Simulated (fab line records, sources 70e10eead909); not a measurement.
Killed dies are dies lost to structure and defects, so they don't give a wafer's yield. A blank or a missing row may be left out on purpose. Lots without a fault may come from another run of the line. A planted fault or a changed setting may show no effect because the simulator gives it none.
Which tool did it? | flow nand_harc | 12 lots, 34 wafers sampled, at 6 steps of a route of 1159

WHAT THE GAUGES READ, wafer by wafer
NHARC_A_BONDPAD_THK_MEAS_30: measures by ellipsometry.
lot  | measured     | on            | thk_nm (nm)
L264 | day 17 19:53 | film_metro-02 | 201.3 199.3 201.5
L263 | day 17 23:02 | film_metro-02 | 199.4 198.0 198.2
L266 | day 18 05:06 | film_metro-02 | 202.7 199.5 201.7
L265 | day 18 06:56 | film_metro-02 | 196.9 196.9 196.5
L268 | day 18 19:58 | film_metro-02 | 197.7 200.6 197.6
L269 | day 19 01:24 | film_metro-01 | 201.9 200.6 201.6
L270 | day 19 03:49 | film_metro-01 | 200.8 198.1 201.0
L267 | day 19 09:20 | film_metro-01 | 201.8 202.1 201.0
L273 | day 20 06:35 | film_metro-02 | 201.5 202.4 199.9
L283 | day 23 04:01 | film_metro-02 | 201.4 155.0 155.8 198.1 154.6 154.7
L285 | day 23 13:08 | film_metro-01 | 200.8 199.8 200.3
L284 | day 24 02:04 | film_metro-01 | 154.3 154.1

NHARC_END_SORT_01.
lot  | measured     | on        | defect_limited_yield (%) | killed_at_array | killed_at_other | killed_at_periphery | killed_dies | killed_open | killed_short | sort_bin_2_pct (%) | sort_bin_3_pct (%) | sort_bin_4_pct (%) | sort_n_pass | sort_rim_yield_pct (%) | sort_yield_pct (%)
L283 | day 24 19:20 | prober-02 | 92.6 92.8 92.0           | 43 45 50        | 0 3 2           | 7 1 2               | 50 49 54    | 6 3 4       | 4 2 4        | 2.1 1.9 3.2        | 0.30 0.59 0.15     | 5.0 4.7 4.6        | 627 628 623 | 88 89 92               | 92.6 92.8 92.0

WHICH TOOL RAN EACH LOT (tool, then ch and the chambers of the sampled wafers, then the start)
lot  | NHARC_A_M0_PRE_CLEAN_31         | NHARC_A_BONDPAD_DEP_00          | NHARC_A_BONDPAD_CMP_29        | NHARC_A_BONDPAD_DESCUM_11
L264 | pecvd-01 ch 0,2, day 17 14:20   | pecvd-02 ch 0,1, day 17 19:14   | cmp-01 ch 1,2,3, day 17 19:38 | rie_diel-13 ch 0,2, day 17 20:40
L263 | pecvd-01 ch 0,2, day 17 17:35   | pecvd-04 ch 0,2, day 17 22:22   | cmp-03 ch 0,1,3, day 17 22:51 | rie_diel-13 ch 0,1, day 17 23:49
L266 | pecvd-04 ch 0,2, day 17 23:25   | pecvd-02 ch 0,1, day 18 04:29   | cmp-01 ch 0,3, day 18 04:50   | rie_diel-13 ch 1,3, day 18 05:53
L265 | pecvd-02 ch 0,2, day 18 01:38   | pecvd-04 ch 0,2, day 18 06:16   | cmp-03 ch 0,3, day 18 06:41   | rie_diel-13 ch 0,1,3, day 18 07:43
L268 | pecvd-02 ch 0,1,2, day 18 14:29 | pecvd-04 ch 0,1,2, day 18 19:26 | cmp-04 ch 0,1,3, day 18 19:47 | rie_diel-13 ch 0,1, day 18 20:38
L269 | pecvd-02 ch 0,1,2, day 18 19:07 | pecvd-03 ch 0,1,2, day 19 00:45 | cmp-01 ch 0,1,3, day 19 01:12 | rie_diel-13 ch 0,1,3, day 19 02:13
L270 | pecvd-04 ch 1,2, day 18 22:20   | pecvd-02 ch 0,1,2, day 19 03:12 | cmp-01 ch 0,2,3, day 19 03:34 | rie_diel-13 ch 0,1,3, day 19 04:35
L267 | pecvd-02 ch 0,1, day 19 03:55   | pecvd-03 ch 0,1,2, day 19 08:43 | cmp-04 ch 0,1,2, day 19 09:10 | rie_diel-13 ch 2,3, day 19 10:07
L273 | pecvd-02 ch 0,1,2, day 20 01:19 | pecvd-03 ch 0,1,2, day 20 06:04 | cmp-03 ch 2,3, day 20 06:22   | rie_diel-13 ch 0,1,3, day 20 07:23
L283 | pecvd-01 ch 0,2, day 22 22:37   | pecvd-03 ch 1,2, day 23 03:22   | cmp-04 ch 0,1,3, day 23 03:46 | rie_diel-13 ch 0,2,3, day 23 08:04
L285 | pecvd-01 ch 0,2, day 23 06:57   | pecvd-04 ch 0,1,2, day 23 12:28 | cmp-03 ch 1,3, day 23 12:53   | rie_diel-09 ch 1,2,3, day 23 13:55
L284 | pecvd-02 ch 0, day 23 16:34     | pecvd-03 ch 2, day 24 01:38     | cmp-01 ch 3, day 24 01:53     | rie_diel-10 ch 1, day 24 03:48
- NHARC_A_M0_PRE_CLEAN_31: time 12 s.
- NHARC_A_BONDPAD_DEP_00: deposits SiCN, target thk 250 nm.
- NHARC_A_BONDPAD_CMP_29: polishes SiCN, target thk 200 nm.
- NHARC_A_BONDPAD_DESCUM_11: chemistry O2, time 3 s.

WHAT THE TOOLS THEMSELVES READ (means of the sampled wafers that have a number; where no wafer has one, the mark that the record gives instead)
NHARC_A_M0_PRE_CLEAN_31.
lot  | tool     | heater_power_outer_w (W) | heater_power_w (W)
L264 | pecvd-01 | 348                      | 611
L263 | pecvd-01 | 274                      | 485
L266 | pecvd-04 | 342                      | 568
L265 | pecvd-02 | 339                      | 573
L268 | pecvd-02 | 425                      | 684
L269 | pecvd-02 | 424                      | 669
L270 | pecvd-04 | 354                      | 617
L267 | pecvd-02 | 338                      | 551
L273 | pecvd-02 | 431                      | 695
L283 | pecvd-01 | 342                      | 588
L285 | pecvd-01 | 322                      | 553
L284 | pecvd-02 | 333                      | 563

NHARC_A_BONDPAD_DEP_00.
lot  | tool     | heater_power_outer_w (W) | heater_power_w (W) | showerhead_vpp_V (V)
L264 | pecvd-02 | 349                      | 561                | 1301
L263 | pecvd-04 | 309                      | 522                | 1342
L266 | pecvd-02 | 328                      | 528                | 1311
L265 | pecvd-04 | 332                      | 548                | 1326
L268 | pecvd-04 | 292                      | 522                | 1287
L269 | pecvd-03 | 276                      | 497                | 1293
L270 | pecvd-02 | 378                      | 609                | 1307
L267 | pecvd-03 | 282                      | 514                | 1293
L273 | pecvd-03 | 313                      | 555                | 1306
L283 | pecvd-03 | 293                      | 544                | 1287
L285 | pecvd-04 | 287                      | 526                | 1282
L284 | pecvd-03 | 265                      | 500                | 1307

NHARC_A_BONDPAD_CMP_29.
lot  | tool   | motor_current_A (A) | retaining_ring_pressure_frac
L264 | cmp-01 | 12.6                | 1.000
L263 | cmp-03 | 12.4                | 0.995
L266 | cmp-01 | 12.1                | 0.997
L265 | cmp-03 | 12.4                | 0.990
L268 | cmp-04 | 12.4                | 0.999
L269 | cmp-01 | 12.4                | 0.998
L270 | cmp-01 | 12.9                | 0.998
L267 | cmp-04 | 11.1                | 1.003
L273 | cmp-03 | 13.4                | 1.006
L283 | cmp-04 | 12.2                | 1.003
L285 | cmp-03 | 13.0                | 1.006
L284 | cmp-01 | 11.8                | 1.005

NHARC_A_BONDPAD_DESCUM_11.
lot  | tool        | drypump_motor_current_A (A) | oes_product_au (a.u.) | rf_vpp_V (V) | showerhead_plenum_p_Torr (Torr) | throttle_valve_pct (%)
L264 | rie_diel-13 | 5.6                         | 1.015                 | 58.2         | 1.95                            | 11.312
L263 | rie_diel-13 | 6.0                         | 1.007                 | 59.0         | 1.96                            | 11.312
L266 | rie_diel-13 | 5.8                         | 1.023                 | 57.7         | 2.02                            | 11.314
L265 | rie_diel-13 | 5.8                         | 1.017                 | 58.9         | 1.98                            | 11.304
L268 | rie_diel-13 | 6.0                         | 1.002                 | 58.7         | 1.96                            | 11.314
L269 | rie_diel-13 | 5.8                         | 1.010                 | 58.6         | 1.98                            | 11.296
L270 | rie_diel-13 | 5.8                         | 1.022                 | 57.5         | 1.98                            | 11.315
L267 | rie_diel-13 | 5.5                         | 1.009                 | 57.6         | 1.98                            | 11.317
L273 | rie_diel-13 | 5.8                         | 1.003                 | 58.0         | 1.98                            | 11.313
L283 | rie_diel-13 | 5.6                         | 1.009                 | 57.8         | 1.97                            | 11.304
L285 | rie_diel-09 | 5.7                         | 0.998                 | 58.0         | 1.97                            | 11.313
L284 | rie_diel-10 | 5.7                         | 1.029                 | 57.3         | 1.77                            | 11.330

THE ANSWER, worked out from the rows above alone
Rule: what is usual is taken from the lots themselves. Put in order of their means at a reading, lots are off if they are a third of the lots or fewer, leave a main group of 4 or more, and stand apart from it by a gap of 3 or more times the standard deviation of the main group's means; of several such gaps the widest counts. A main group whose means are all the same, to the digits that the tables above print for the reading, isn't used. A lot without any number at a reading at which 4 lots or more have one is off too. The other lots that the step has rows for count as sound. The gauges are gone through in route order, then the tools' own readings, and for those a lot's mean is taken as printed above. The first step at which some lot is off is used, and at that step the reading that is off furthest; a lot without a number counts as furthest.
Off: L283, L284, at NHARC_A_BONDPAD_THK_MEAS_30 (thk_nm). The main group: mean 200.0 nm, standard deviation 1.5.
A tool fits if, at a process step before that reading, it ran every lot that is off, and no sound lot after the first of them. The gauges at NHARC_A_BONDPAD_THK_MEAS_30 are tried like those tools. One fits: pecvd-03 at NHARC_A_BONDPAD_DEP_00. Its last sound lot is L273 (day 20 06:04), its first lot that is off L283 (day 23 03:22): a fault that began between those two fits.

WHAT THE SIMULATOR HAD PUT IN
Site profile drift: pecvd-03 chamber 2, from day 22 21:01 on, at NHARC_A_BONDPAD_DEP_00. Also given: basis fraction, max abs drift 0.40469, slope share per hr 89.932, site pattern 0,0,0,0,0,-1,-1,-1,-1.
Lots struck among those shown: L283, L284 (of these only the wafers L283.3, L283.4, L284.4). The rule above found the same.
